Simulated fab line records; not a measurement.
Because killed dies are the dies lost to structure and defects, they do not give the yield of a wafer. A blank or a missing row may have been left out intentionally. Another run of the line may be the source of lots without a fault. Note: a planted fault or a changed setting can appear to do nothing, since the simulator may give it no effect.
A lot that was struck, set against a sound lot :: flow n5 finfet :: 40 out of 1938 route steps
Sound: the wafers L569.2, L569.4, L569.6. Struck: wafer L578.5. (L578.3, L578.6 of the same lot were not struck and are left out.) The cause comes at the end.
Each step with rows lists, per side, the tool, then ch with its chambers, then its first start. Under that, the readings that differ: sound wafers :: struck wafers :: difference of the means :: sigmas: that difference in standard deviations of wafers without a fault.
alike: same words and numbers on both sides, and readings whose means sit less than 2 such deviations apart. not compared: any withheld reading, any reading some wafer has no value for, any bound like >300 that may hide the same value, and any number with overlapping values for which the record gives no deviation.
The two part at a step that has a row with sigmas, a row that says differs or no value, or rows on one side only. Non-overlapping numbers with no deviation appear without sigmas and do not part them. A reading that every wafer of one side lacks parts them only if that side has two wafers or more.

first, 10 steps without rows for these wafers: N5_MOL_CONTACT_COAG_SPUTTER_143 (material Co, target thk 2.5 nm); N5_MOL_CONTACT_COAG_CO_FILL_22 (material Co, precursor CCTBA/H2, target thk 20 nm); N5_MOL_CONTACT_COAG_ANNEAL_113 (time 300 s); N5_MOL_CONTACT_COAG_PRE_CLEAN_142 (time 60 s); N5_MOL_CONTACT_COAG_SPUTTER_130 (material Co, target thk 47.5 nm); N5_MOL_CONTACT_COAG_PRECLEAN_125 (cleans in DIW, time 57.5 s); N5_MOL_CONTACT_COAG_SRD_126 (dry time 32 s); N5_MOL_CONTACT_COAG_CMP_23 (polishes, stops on SiO2, t overpolish 1.5 s, target thk 0 nm); N5_MOL_CONTACT_COAG_WET_ETCH_26 (target Co, target depth 13 nm); N5_MOL_CONTACT_COAG_WET_ETCH_116 (etches the open film in SC1-inhibited, target depth 4.6 nm, rinse time 30 s).
N5_MOL_CONTACT_COAG_ALD_27: deposits SiOC, target thk 17 nm, pulse time 1.5 s, time 2720 s.
  sound on ald sin-03 ch 0,1,2, day 6 12:46; struck on ald sin-03 ch 3, day 8 19:14
reading: precursor pulse height rel
sound: 1.029 1.053 0.993
struck: 0.985
difference: -0.040
sigmas: -2
  alike: heater power w
N5_MOL_CONTACT_COAG_CMP_28: polishes, stops on SiNx, t overpolish 0.85 s, target thk 14.522 nm.
  sound on cmp-03 ch 1,2, day 6 14:23; struck on cmp-01 ch 2, day 8 20:53
  alike: head pressure psi, motor current A, slurry flow ml min, time to endpoint s
N5_MOL_CONTACT_COAG_THK_MEAS_29:
  sound: film metro-01 at day 6 14:38; struck: film metro-02 at day 8 21:07
  alike: MD_CAP_THK
N5_MOL_CONTACT_COAG_ALD_123: deposits SiNx, target thk 5 nm, pulse time 1 s, purge time 2 s.
  sound on ald sin-03 ch 1,2,3, day 6 14:40; struck on ald sin-03 ch 1, day 8 21:29
  alike: heater power w, precursor pulse height rel
then, 10 steps without rows for these wafers: N5_MOL_CONTACT_COAG_PECVD_31 (deposits SiO2 from TEOS/O2, target thk 46 nm, time 8.9 s); N5_MOL_CONTACT_COAG_COAT_75 (time 60 s, resist thk 60 nm); N5_MOL_CONTACT_COAG_COAT_76 (time 60 s, resist thk 10 nm); N5_MOL_CONTACT_COAG_COAT_77 (time 60 s, resist thk 10 nm); N5_MOL_CONTACT_COAG_COAT_78 (resist thk 40 nm); N5_MOL_CONTACT_COAG_EBR_80; N5_MOL_CONTACT_COAG_SOFTBAKE_79 (time 60 s); N5_MOL_CONTACT_COAG_EXPOSE_81 (exposes mask VG, defocus 0 nm); N5_MOL_CONTACT_COAG_PEB_82 (peb time 60 s); N5_MOL_CONTACT_COAG_DEVELOP_83 (develop time 30 s).
N5_MOL_CONTACT_COAG_CD_MEAS_84: the cd target is 25.1 nm.
  sound on cd sem-01 ch 0, day 6 15:38; struck on cd sem-01 ch 0, day 8 22:22
  alike: cd nm
N5_MOL_CONTACT_COAG_OVL_MEAS_85:
  sound on overlay-01 ch 0, day 6 15:40; struck on overlay-01 ch 0, day 8 22:24
  alike: VG_OVL
then, 4 steps without rows for these wafers: N5_MOL_CONTACT_COAG_DESCUM_88 (chemistry O2, time 7 s); N5_MOL_CONTACT_COAG_ETCH_89 (etches underlayer in N2/H2, target depth 13 nm, time 10.4 s); N5_MOL_CONTACT_COAG_ETCH_90 (etches SiARC in CF4, target depth 13 nm, time 21.7 s); N5_MOL_CONTACT_COAG_ALD_131 (deposits SiO2, target thk 5 nm, pulse time 1 s, co reactant pulse time 1 s).
N5_MOL_CONTACT_COAG_ETCHBACK_132: etches SiO2 in CHF3, target depth 10 nm, time 6.7 s.
  sound on rie diel-04 ch 0,1,3, day 6 16:07; struck on rie diel-01 ch 2, day 8 22:52
reading: oes product au (a.u.)
sound: 0.87 0.86 0.86
struck: 0.70
difference: -0.16
sigmas: -2
  alike: drypump motor current A, rf vpp V, showerhead plenum p Torr, throttle valve pct
  not compared: rf hours counter h
then, 5 steps without rows for these wafers: N5_MOL_CONTACT_COAG_ETCH_91 (etches SOC in N2/H2, target depth 60 nm, overetch 21 nm, time 101.2 s); N5_MOL_CONTACT_COAG_STRIP_92 (strips in N2/H2); N5_MOL_CONTACT_COAG_STRIP_93 (strips in N2/H2); N5_MOL_CONTACT_COAG_ETCHBACK_135 (etches SiO2 in CHF3, target depth 25 nm, time 16.7 s); N5_MOL_CONTACT_COAG_STRIP_118 (strips in CHF3).
N5_MOL_CONTACT_COAG_VIA_ETCH_46: etches SiO2 in C4F6/O2, target depth 46 nm, overetch 9.2 nm, time 40 s.
  sound on rie diel-04 ch 0,1,3, day 6 16:17; struck on rie diel-01 ch 2, day 8 23:02
reading: oes product au (a.u.)
sound: 0.76 0.78 0.78
struck: 0.63
difference: -0.14
sigmas: -2
  alike: O2_flow_sccm, drypump motor current A, rf vpp V, showerhead plenum p Torr, throttle valve pct
  not compared: rf hours counter h
N5_MOL_CONTACT_COAG_STRIP_96: strips in N2/H2.
  sound on rie diel-04 ch 0,1,3, day 6 16:20; struck on rie diel-01 ch 2, day 8 23:06
  alike: drypump motor current A, oes product au, rf vpp V, showerhead plenum p Torr, throttle valve pct
  not compared: rf hours counter h
then, 1 step without rows for these wafers: N5_MOL_CONTACT_COAG_ETCH_47 (etches SiNx in CH3F/O2, stops on W, target depth 27 nm).
-- here the record skips 7 days between the struck wafers' starts before and after, leaving off in module MOL_CONTACT_COAG and picking up in module PASSIVATION (first step shown: number 1936 of the route) --
N5_PASSIVATION_PROBE_49:
  record: rows for the struck wafers here (prober-02, day 16 09:12), none for the sound ones

WHERE THEY PART
Last at N5_PASSIVATION_PROBE_49 as far as this record goes, first at N5_MOL_CONTACT_COAG_ALD_27.

WHY: what the simulator had put in
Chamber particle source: ald sin-03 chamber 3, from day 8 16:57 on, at N5_MOL_CONTACT_COAG_ALD_27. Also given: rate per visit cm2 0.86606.
